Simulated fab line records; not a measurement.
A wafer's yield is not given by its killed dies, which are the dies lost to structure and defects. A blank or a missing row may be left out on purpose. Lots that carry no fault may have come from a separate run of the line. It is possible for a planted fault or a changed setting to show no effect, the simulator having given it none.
Which of the tools did it?	flow n5 finfet	24 lots with 72 wafers sampled at 6 steps, on a route of 1938 steps

## WHAT THE GAUGES SHOWED, per wafer
N5_BEOL_M12_CD_MEAS_10: target cd 140 nm. Usual: cd nm at 140.5 nm, with a standard deviation of 1.5.
lot	measured	on	cd nm (nm)	flag
L075	day 11 12:31	cd sem-03	140.9 143.3 141.2	
L074	day 11 17:31	cd sem-02	141.2 140.6 141.1	
L076	day 11 18:08	cd sem-01	138.6 139.3 139.7	
L077	day 11 20:13	cd sem-02	143.9 144.0 140.9	
L079	day 12 12:21	cd sem-01	140.0 138.5 138.3	
L078	day 12 12:45	cd sem-02	142.1 140.3 142.7	
L080	day 12 23:05	cd sem-03	141.9 144.1 141.8	
L082	day 12 20:48	cd sem-03	140.4 137.8 140.7	
L081	day 12 23:20	cd sem-03	139.8 139.8 137.9	
L083	day 13 16:36	cd sem-01	140.5 141.1 143.5	
L086	day 14 05:56	cd sem-02	140.5 140.6 139.2	
L085	day 14 06:25	cd sem-02	138.8 140.5 140.3	
L084	day 14 06:40	cd sem-03	139.0 141.1 140.0	
L088	day 14 17:06	cd sem-01	137.6 141.4 138.5	
L089	day 14 16:38	cd sem-03	139.7 141.9 142.2	
L087	day 14 18:22	cd sem-02	140.2 141.3 139.8	
L091	day 14 22:49	cd sem-02	140.6 140.4 139.6	
L090	day 15 01:49	cd sem-01	142.0 142.3 140.9	
L092	day 15 05:52	cd sem-01	139.7 141.8 142.2	
L093	day 15 07:32	cd sem-03	142.4 141.1 139.7	
L094	day 16 09:05	cd sem-02	140.1 139.9 140.4	
L095	day 16 16:41	cd sem-02	137.7 139.8 142.9	
L097	day 16 20:27	cd sem-01	138.1 139.2 137.8	
L096	day 17 02:22	cd sem-03	139.2 139.5 139.2	

N5_BEOL_M13_THK_MEAS_01. Usual: M13_ILD_THK 831 nm, standard deviation 11.
lot	measured	on	M13_ILD_THK (nm)	flag
L075	day 11 16:38	film metro-01	817 821 823	
L074	day 12 01:25	film metro-01	834 840 845	
L076	day 12 01:36	film metro-01	833 818 843	
L077	day 12 01:42	film metro-02	832 843 837	
L079	day 12 18:05	film metro-02	824 817 831	
L078	day 12 17:26	film metro-02	826 827 847	
L080	day 13 10:10	film metro-01	833 841 841	
L082	day 13 07:20	film metro-01	828 827 835	
L081	day 13 11:27	film metro-01	810 825 821	
L083	day 14 01:17	film metro-01	836 832 833	
L086	day 14 09:26	film metro-01	832 849 847	
L085	day 14 15:03	film metro-02	821 826 819	
L084	day 14 15:53	film metro-02	820 822 832	
L088	day 15 03:43	film metro-02	824 833 838	
L089	day 14 23:25	film metro-02	839 851 837	
L087	day 15 00:24	film metro-01	812 832 804	
L091	day 15 04:02	film metro-02	839 828 854	
L090	day 15 06:15	film metro-02	820 817 822	
L092	day 15 10:43	film metro-01	824 840 841	
L093	day 15 12:30	film metro-01	818 836 833	
L094	day 16 14:25	film metro-01	822 837 841	
L095	day 16 20:58	film metro-01	843 849 845	
L097	day 17 01:21	film metro-01	833 832 849	
L096	day 17 07:22	film metro-01	827 848 842	

## EACH LOT AND THE TOOL THAT RAN IT (in order: tool; ch and the chambers of the sampled wafers; start)
lot	N5_BEOL_M11_PECVD_70	N5_BEOL_M11_ANNEAL_51	N5_BEOL_M12_ETCH_68	N5_BEOL_M12_SPUTTER_44
L075	pecvd-04 ch 0,2, day 11 02:38	rtp anneal-01 ch 0, day 11 09:19	rie diel-06 ch 0,3, day 11 13:42	pvd sputter-01, day 11 15:22
L074	pecvd-04 ch 0,1, day 11 09:26	rtp anneal-01 ch 0, day 11 16:23	rie diel-06 ch 0,3, day 11 18:41	pvd sputter-01, day 12 00:04
L076	pecvd-03 ch 0,2, day 11 09:37	rtp anneal-02 ch 0, day 11 16:55	rie diel-06 ch 0,1,3, day 11 19:19	pvd sputter-02, day 12 00:10
L077	pecvd-03 ch 0,1,2, day 11 12:08	rtp anneal-02 ch 0, day 11 19:08	rie diel-05 ch 1,2, day 11 21:31	pvd sputter-03, day 12 00:26
L079	pecvd-03 ch 1,2, day 12 02:22	rtp anneal-01 ch 0, day 12 11:00	rie diel-06 ch 0,1,3, day 12 13:40	pvd sputter-01, day 12 16:22
L078	pecvd-04 ch 0,2, day 12 02:28	rtp anneal-02 ch 0, day 12 11:22	rie diel-01 ch 0,1,2, day 12 14:16	pvd sputter-01, day 12 16:03
L080	pecvd-03 ch 0,2, day 12 06:58	rtp anneal-01 ch 0, day 12 21:47	rie diel-01 ch 0,1,2, day 13 00:58	pvd sputter-01, day 13 08:53
L082	pecvd-01 ch 0,1,2, day 12 07:02	rtp anneal-01 ch 0, day 12 19:35	rie diel-05 ch 0,1,3, day 12 22:07	pvd sputter-03, day 13 05:43
L081	pecvd-01 ch 0,1,2, day 12 13:39	rtp anneal-01 ch 0, day 12 22:03	rie diel-01 ch 0,1,2, day 13 01:26	pvd sputter-03, day 13 10:11
L083	pecvd-01 ch 0,1,2, day 13 06:31	rtp anneal-02 ch 0, day 13 15:23	rie diel-05 ch 0,1, day 13 17:55	pvd sputter-03, day 14 00:01
L086	pecvd-03 ch 0,1,2, day 14 00:12	rtp anneal-02 ch 0, day 14 04:35	rie diel-05 ch 1,2,3, day 14 07:08	pvd sputter-03, day 14 08:10
L085	pecvd-04 ch 0,2, day 14 00:28	rtp anneal-01 ch 0, day 14 05:01	rie diel-06 ch 2,3, day 14 07:35	pvd sputter-02, day 14 13:34
L084	pecvd-04 ch 0,2, day 14 00:53	rtp anneal-01 ch 0, day 14 05:30	rie diel-06 ch 0,1,2, day 14 08:13	pvd sputter-01, day 14 14:30
L088	pecvd-01 ch 1,2, day 14 06:18	rtp anneal-01 ch 0, day 14 15:30	rie diel-05 ch 1,2,3, day 14 18:25	pvd sputter-01, day 15 01:33
L089	pecvd-01 ch 0,1,2, day 14 06:43	rtp anneal-01 ch 0, day 14 14:47	rie diel-01 ch 1,2, day 14 18:02	pvd sputter-03, day 14 21:51
L087	pecvd-03 ch 0,1,2, day 14 10:16	rtp anneal-01 ch 0, day 14 17:06	rie diel-06 ch 0,2,3, day 14 20:08	pvd sputter-01, day 14 23:07
L091	pecvd-01 ch 0,1,2, day 14 16:09	rtp anneal-01 ch 0, day 14 21:34	rie diel-06 ch 0,2, day 15 00:14	pvd sputter-02, day 15 02:08
L090	pecvd-04 ch 0,1, day 14 18:47	rtp anneal-02 ch 0, day 15 00:29	rie diel-01 ch 1,2,3, day 15 03:11	pvd sputter-02, day 15 04:49
L092	pecvd-01 ch 0,2, day 14 22:59	rtp anneal-01 ch 0, day 15 04:31	rie diel-06 ch 0,2,3, day 15 07:14	pvd sputter-02, day 15 09:27
L093	pecvd-03 ch 0,2, day 15 02:05	rtp anneal-01 ch 0, day 15 06:20	rie diel-05 ch 0,1,3, day 15 09:07	pvd sputter-02, day 15 10:32
L094	pecvd-01 ch 0,2, day 16 01:23	rtp anneal-02 ch 0, day 16 07:55	rie diel-05 ch 1,2,3, day 16 10:25	pvd sputter-02, day 16 13:09
L095	pecvd-04 ch 0,1,2, day 16 10:08	rtp anneal-02 ch 0, day 16 15:31	rie diel-06 ch 0,1,2, day 16 18:05	pvd sputter-01, day 16 19:41
L097	pecvd-04 ch 0,1,2, day 16 11:26	rtp anneal-02 ch 0, day 16 19:16	rie diel-06 ch 1,2,3, day 16 21:45	pvd sputter-02, day 17 00:02
L096	pecvd-04 ch 0,1, day 16 17:54	rtp anneal-01 ch 0, day 17 01:06	rie diel-01 ch 1,2, day 17 03:47	pvd sputter-01, day 17 05:49
- N5_BEOL_M11_PECVD_70: deposits SiO2 from TEOS/O2, target thk 20 nm, time 22.7 s.
- N5_BEOL_M11_ANNEAL_51: time 90 s.
- N5_BEOL_M12_ETCH_68: etches SOC in N2/H2, time 285 s.
- N5_BEOL_M12_SPUTTER_44: material Ta, target thk 10 nm, time 16.13 s.

## AS READ BY THE TOOLS THEMSELVES (means over the sampled wafers that have a number; for cases with no such wafer, the mark the record gives instead)
N5_BEOL_M11_PECVD_70. Usual: chamber pressure Torr 5.498 Torr, standard deviation 0.013; heater power w 737 W, standard deviation 82; showerhead plenum p Torr 8.78 Torr, standard deviation 0.072; throttle valve pct 22.2 %, standard deviation 1.2.
lot	tool	chamber pressure Torr (Torr)	heater power w (W)	showerhead plenum p Torr (Torr)	throttle valve pct (%)	flag
L075	pecvd-04	5.503	682	8.81	21.1	
L074	pecvd-04	5.501	715	8.81	22.8	
L076	pecvd-03	5.489	726	8.81	22.4	
L077	pecvd-03	5.496	723	8.82	22.4	
L079	pecvd-03	5.497	709	8.83	22.3	
L078	pecvd-04	5.505	749	8.80	21.0	
L080	pecvd-03	5.501	693	8.80	21.9	
L082	pecvd-01	5.504	774	8.70	22.3	
L081	pecvd-01	5.489	733	8.70	22.2	
L083	pecvd-01	5.496	761	8.70	22.3	
L086	pecvd-03	5.500	738	8.83	22.4	
L085	pecvd-04	5.501	750	8.80	21.2	
L084	pecvd-04	5.493	749	8.79	21.2	
L088	pecvd-01	5.492	752	8.68	22.2	
L089	pecvd-01	5.476	771	8.70	22.3	
L087	pecvd-03	5.494	675	8.83	22.5	
L091	pecvd-01	5.483	707	8.70	22.3	
L090	pecvd-04	5.499	768	8.80	22.9	
L092	pecvd-01	5.498	784	8.72	21.5	
L093	pecvd-03	5.500	655	8.80	22.5	
L094	pecvd-01	5.504	835	8.71	21.4	
L095	pecvd-04	5.496	755	8.84	21.6	
L097	pecvd-04	5.498	749	8.82	22.0	
L096	pecvd-04	5.504	811	8.84	22.4	

N5_BEOL_M11_ANNEAL_51. Usual: wafer_temp_C_max at 226.5, with a standard deviation of 0.61.
lot	tool	wafer_temp_C_max	flag
L075	rtp anneal-01	227.4	
L074	rtp anneal-01	227.1	
L076	rtp anneal-02	226.1	
L077	rtp anneal-02	225.7	
L079	rtp anneal-01	226.9	
L078	rtp anneal-02	225.8	
L080	rtp anneal-01	226.9	
L082	rtp anneal-01	227.1	
L081	rtp anneal-01	226.9	
L083	rtp anneal-02	225.9	
L086	rtp anneal-02	225.6	
L085	rtp anneal-01	226.9	
L084	rtp anneal-01	227.0	
L088	rtp anneal-01	227.0	
L089	rtp anneal-01	226.7	
L087	rtp anneal-01	226.8	
L091	rtp anneal-01	227.4	
L090	rtp anneal-02	225.7	
L092	rtp anneal-01	227.0	
L093	rtp anneal-01	227.2	
L094	rtp anneal-02	225.7	
L095	rtp anneal-02	225.7	
L097	rtp anneal-02	226.0	
L096	rtp anneal-01	226.9	

N5_BEOL_M12_ETCH_68. Usual: drypump motor current A 5.6 A, standard deviation 0.43; oes product au 0.82 a.u., standard deviation 0.065; rf vpp V 524.3 V, standard deviation 2.2; showerhead plenum p Torr 2.56 Torr, standard deviation 0.074; temp c 40.00 C, standard deviation 0.11; throttle valve pct 17.75 %, standard deviation 0.18.
lot	tool	drypump motor current A (A)	oes product au (a.u.)	rf vpp V (V)	showerhead plenum p Torr (Torr)	temp c (C)	throttle valve pct (%)	flag
L075	rie diel-06	5.2	0.86	524.6	2.57	39.99	17.75	
L074	rie diel-06	5.3	0.79	523.9	2.56	39.99	17.94	
L076	rie diel-06	5.5	0.77	522.6	2.51	39.97	17.89	
L077	rie diel-05	5.9	0.86	521.9	2.46	39.89	17.81	
L079	rie diel-06	5.5	0.77	522.7	2.51	40.05	17.90	
L078	rie diel-01	5.5	0.83	524.2	2.56	40.13	17.64	
L080	rie diel-01	5.5	0.82	524.7	2.55	39.95	17.66	
L082	rie diel-05	6.0	0.84	523.8	2.54	39.97	17.71	
L081	rie diel-01	5.5	0.82	524.8	2.55	39.97	17.65	
L083	rie diel-05	5.8	0.79	524.8	2.53	39.95	17.69	
L086	rie diel-05	6.0	0.83	522.5	2.51	40.01	17.82	
L085	rie diel-06	5.2	0.82	526.4	2.64	40.00	17.66	
L084	rie diel-06	5.6	0.83	526.4	2.64	40.00	17.80	
L088	rie diel-05	6.0	0.84	522.4	2.50	40.01	17.82	
L089	rie diel-01	5.7	0.80	523.8	2.55	40.00	17.72	
L087	rie diel-06	5.2	0.79	525.1	2.59	39.96	17.83	
L091	rie diel-06	5.3	0.76	525.5	2.62	40.05	17.86	
L090	rie diel-01	5.5	0.84	525.0	2.56	40.05	17.69	
L092	rie diel-06	5.2	0.78	524.4	2.59	39.94	17.84	
L093	rie diel-05	6.0	0.81	523.9	2.53	39.95	17.75	
L094	rie diel-05	6.0	0.82	522.8	2.50	39.94	17.85	
L095	rie diel-06	5.6	0.79	526.1	2.63	40.04	17.83	
L097	rie diel-06	5.5	0.84	525.9	2.64	40.02	17.65	
L096	rie diel-01	5.7	0.77	524.6	2.54	40.06	17.76	

N5_BEOL_M12_SPUTTER_44. Usual: throttle valve pct at 30.6 %, with a standard deviation of 0.86.
lot	tool	throttle valve pct (%)	flag
L075	pvd sputter-01	30.1	
L074	pvd sputter-01	30.3	
L076	pvd sputter-02	31.3	
L077	pvd sputter-03	31.4	
L079	pvd sputter-01	30.1	
L078	pvd sputter-01	30.1	
L080	pvd sputter-01	30.2	
L082	pvd sputter-03	31.1	
L081	pvd sputter-03	30.7	
L083	pvd sputter-03	31.4	
L086	pvd sputter-03	30.9	
L085	pvd sputter-02	30.4	
L084	pvd sputter-01	30.1	
L088	pvd sputter-01	30.0	
L089	pvd sputter-03	31.4	
L087	pvd sputter-01	29.9	
L091	pvd sputter-02	31.5	
L090	pvd sputter-02	31.6	
L092	pvd sputter-02	30.9	
L093	pvd sputter-02	31.2	
L094	pvd sputter-02	30.1	
L095	pvd sputter-01	30.2	
L097	pvd sputter-02	31.4	
L096	pvd sputter-01	30.3	

## THE ANSWER, worked out from the rows above alone
Rule: take the mean of a lot's wafers that have a number; if it is more than 3 standard deviations from the usual mean, the lot is off. Also off: a lot with no number at a reading for which 4 or more lots have one. Where the step has rows for the other lots, those lots are counted as sound. First the gauges in route order, then the tools' own readings, where a lot's mean is used as printed above. The first step at which some lot is off is used, and at that step the reading that is off furthest; a lot without a number counts as furthest.
Across all readings shown, no lot is off: no conclusion can be drawn from this.

## WHAT THE SIMULATOR HAD PUT IN
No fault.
